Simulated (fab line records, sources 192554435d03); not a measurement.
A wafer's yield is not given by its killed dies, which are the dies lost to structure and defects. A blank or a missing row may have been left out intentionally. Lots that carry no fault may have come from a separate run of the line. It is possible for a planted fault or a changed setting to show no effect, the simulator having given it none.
A lot that was struck, set against a sound lot	flow n5-finfet	24 steps out of a route of 1938
Sound: wafers L664.3, L664.5, L664.6. Wafers L650.2, L650.4, L650.5 were the ones struck. The cause is given at the end.
Per side, at each step with rows, come the tool, then ch with its chambers, and then its first start. Under that, the readings that differ: sound wafers	struck wafers	difference of the means	sigmas: that difference in standard deviations of wafers without a fault.
alike: same words and numbers on both sides, and readings whose means sit less than 2 such deviations apart. not compared: any withheld reading, any reading some wafer has no value for, any bound like >300 that may hide the same value, and any number with overlapping values for which the record gives no deviation.
A row with sigmas, a row that says differs or no value, or rows on one side alone: a step with any of these is where the two part. Numbers that don't overlap but have no deviation are shown without sigmas and don't part them. Lack of a reading on every wafer of one side parts them only where that side has two or more wafers.

first, 8 steps without rows for these wafers: N5_BEOL_M10_ANNEAL_51 (time 90 s); N5_BEOL_M10_CMP_52 (polishes, stops on SiCOH lowk, t overpolish 7 s, target thk 140 nm); N5_BEOL_M10_PRE_CLEAN_55 (time 15 s); N5_BEOL_M10_DEP_56 (deposits SiCN from 3MS/NH3, target thk 15 nm, time 26.5 s); N5_BEOL_M11_ILD_DEP_00 (deposits SiCOH lowk from DEMS/porogen, target thk 308.51 nm, time 58 s); N5_BEOL_M11_CURE_71 (cures SiCOH lowk, time 240 s); N5_BEOL_M11_PECVD_70 (deposits SiO2 from TEOS/O2, target thk 20 nm, time 22.7 s); N5_BEOL_M11_HM_DEP_02 (deposits TiN, target thk 20 nm).
N5_BEOL_M11_COAT_59: time 60 s, resist thk 100 nm.
  sound on litho-track-02 ch 0, day 16 06:00; struck on litho-track-02 ch 0, day 12 14:23
reading	sound	struck	difference	sigmas
spin-speed-rpm (rpm)	1500.8 1501.0 1501.0	1181.4 1181.5 1181.9	-319.3	-99 or more
model.SOC_of_BEOL_M11_COAT_59.thk-nm (nm)	100 99.8 100.2	112.8 112.6 112.6	+12.7	
then, 9 steps without rows for these wafers: N5_BEOL_M11_COAT_60 (time 60 s, resist thk 30 nm); N5_BEOL_M11_COAT_05 (resist thk 90 nm); N5_BEOL_M11_EBR_07; N5_BEOL_M11_SOFTBAKE_06 (time 60 s); N5_BEOL_M11_EXPOSE_08 (exposes mask M11); N5_BEOL_M11_PEB_09 (peb time 60 s); N5_BEOL_M11_DEVELOP_10 (develop time 30 s); N5_BEOL_M11_DESCUM_16 (chemistry O2, time 7.9 s); N5_BEOL_M11_ETCH_61 (etches SiARC in CF4, target depth 39 nm, time 65 s).
N5_BEOL_M11_ETCH_62: etches SOC in N2/H2, target depth 110 nm, overetch 22 nm, time 165 s.
  sound on rie-diel-04 ch 0,1,2, day 16 06:32; struck on rie-diel-06 ch 1,2, day 12 15:17
reading	sound	struck	difference	sigmas
model.etch.depth-nm (nm)	100.1 99.9 100.2	112.8 112.6 112.5	+12.6	
  alike: drypump-motor-current-A, oes-product-au, rf-fwd-power-W, rf-vpp-V, showerhead-plenum-p-Torr, temp-c, throttle-valve-pct
  not compared: rf-hours-counter-h
then, 2 steps without rows for these wafers: N5_BEOL_M11_STRIP_68 (strips in N2/H2); N5_BEOL_M11_STRIP_67 (strips in CF4).
N5_BEOL_M11_HM_OPEN_17: chemistry Cl2/BCl3, target TiN, target depth 20 nm, overetch 6 nm.
  sound on rie-metal-02 ch 0,1, day 16 06:46; struck on rie-metal-01 ch 0, day 12 15:29
reading	sound	struck	difference	sigmas
oes-product-au (a.u.)	0.74 0.58 0.74	0.52 0.52 0.52	-0.17	-2
model.SOC_of_BEOL_M11_COAT_59.thk-nm (nm)	91.8 92 92	105.2 105 104.8	+13.1	
  alike: drypump-motor-current-A, rf-fwd-power-W, throttle-valve-pct
  not compared: rf-hours-counter-h
then, 1 step without rows for these wafers: N5_BEOL_M11_STRIP_19 (strips in O2).
N5_PASSIVATION_PROBE_49:
  sound wafers here have rows in the record (prober-02, day 18 06:34); struck ones have none

## WHERE THEY PART
First at N5_BEOL_M11_COAT_59; last, within this record, at N5_PASSIVATION_PROBE_49.

WHY: whatever the simulator had introduced
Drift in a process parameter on litho-track-02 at N5_BEOL_M11_COAT_59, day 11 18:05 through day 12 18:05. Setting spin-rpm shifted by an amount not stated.
